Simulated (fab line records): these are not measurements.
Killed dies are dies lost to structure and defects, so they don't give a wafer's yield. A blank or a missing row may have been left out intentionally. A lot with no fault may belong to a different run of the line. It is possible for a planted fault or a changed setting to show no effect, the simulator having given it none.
Which tool is to blame? -- flow n5Finfet -- 9 lots with 27 wafers sampled at 5 steps, on a route of 1938 steps

## WHAT THE GAUGES SHOWED, per wafer
N5_BEOL_M4_RC_MEAS_101.
lot,measured,on,DIBL_N (mV/V)
L265,day 8 20:26,prober-01,35.7 33.3 37.1
L266,day 8 20:35,prober-02,37.5 41.0 37.7
L268,day 9 23:35,prober-01,33.7 37.1 41.1
L271,day 10 09:25,prober-01,41.4 37.6 38.9
L275,day 11 17:02,prober-02,37.5 36.4 36.5
L280,day 12 20:11,prober-02,34.5 36.0 39.9
L282,day 13 22:40,prober-02,40.5 38.6 39.9
L283,day 13 22:26,prober-01,38.6 39.0 39.9
L285,day 14 05:08,prober-02,36.5 36.5 36.0

## EACH LOT AND THE TOOL THAT RAN IT (in order: tool; ch and the chambers of the sampled wafers; start)
lot,N5_GATE_CUT_CMP_61,N5_MOL_CONTACT_COAG_ETCH_106,N5_MOL_CONTACT_COAG_ALD_20,N5_MOL_CONTACT_COAG_SIL_ANNEAL_21
L265,"cmp-02 ch 1,2,3, day 5 08:37","rieDiel-01 ch 0,3, day 5 09:27","aldMetal-01 ch 1,2,3, day 5 13:40","rtpAnneal-01 ch 0, day 5 14:03"
L266,"cmp-01 ch 1,2,3, day 5 15:15","rieDiel-01 ch 2,3, day 5 15:59","aldMetal-01 ch 1,2,3, day 5 18:11","rtpAnneal-02 ch 0, day 5 18:42"
L268,"cmp-04 ch 0,3, day 6 03:01","rieDiel-01 ch 0,2,3, day 6 04:35","aldMetal-03 ch 2,3, day 6 06:28","rtpAnneal-02 ch 0, day 6 06:55"
L271,"cmp-01 ch 1,2,3, day 6 21:52","rieDiel-01 ch 1,2,3, day 6 22:37","aldMetal-01 ch 0,1,3, day 7 00:15","rtpAnneal-02 ch 0, day 7 00:38"
L275,"cmp-01 ch 0,3, day 8 00:52","rieDiel-03 ch 2,3, day 8 01:40","aldMetal-04 ch 1,3, day 8 03:15","rtpAnneal-01 ch 0, day 8 03:44"
L280,"cmp-02 ch 1,3, day 9 04:34","rieDiel-01 ch 2,3, day 9 05:16","aldMetal-01 ch 0,1, day 9 07:43","rtpAnneal-01 ch 0, day 9 08:06"
L282,"cmp-04 ch 0,1,3, day 9 18:47","rieDiel-03 ch 2,3, day 9 19:38","aldMetal-01 ch 1,2,3, day 9 20:36","rtpAnneal-01 ch 0, day 9 21:02"
L283,"cmp-01 ch 0,1, day 10 01:13","rieDiel-03 ch 0,2,3, day 10 01:59","aldMetal-01 ch 1,2,3, day 10 03:16","rtpAnneal-02 ch 0, day 10 03:38"
L285,"cmp-04 ch 1,3, day 10 13:55","rieDiel-03 ch 1,3, day 10 14:45","aldMetal-04 ch 1,3, day 10 15:42","rtpAnneal-01 ch 0, day 10 16:04"
- N5_GATE_CUT_CMP_61: polishes, stops on SiNx, t overpolish 3 s.
- N5_MOL_CONTACT_COAG_ETCH_106: etches SOC in N2/H2, target depth 80 nm, overetch 16 nm, time 120 s.
- N5_MOL_CONTACT_COAG_ALD_20: deposits TiN, target thk 1.5 nm, pulse time 1 s, purge time 3 s.
- N5_MOL_CONTACT_COAG_SIL_ANNEAL_21: time 60 s.

## THE ANSWER, worked out from the rows above alone
Rule: what is usual is taken from the lots themselves. Put in order of their means at a reading, lots are off if they are a third of the lots or fewer, leave a main group of 4 or more, and stand apart from it by a gap of 3 or more times the standard deviation of the main group's means; of several such gaps the widest counts. Not used: any main group whose means are identical at the precision the tables above print for the reading. Also off: a lot with no number at a reading for which 4 or more lots have one. All remaining lots with rows at the step are treated as sound.
None of the lots is off at any reading shown; this tells nothing.

## WHAT WAS PUT IN BY THE SIMULATOR
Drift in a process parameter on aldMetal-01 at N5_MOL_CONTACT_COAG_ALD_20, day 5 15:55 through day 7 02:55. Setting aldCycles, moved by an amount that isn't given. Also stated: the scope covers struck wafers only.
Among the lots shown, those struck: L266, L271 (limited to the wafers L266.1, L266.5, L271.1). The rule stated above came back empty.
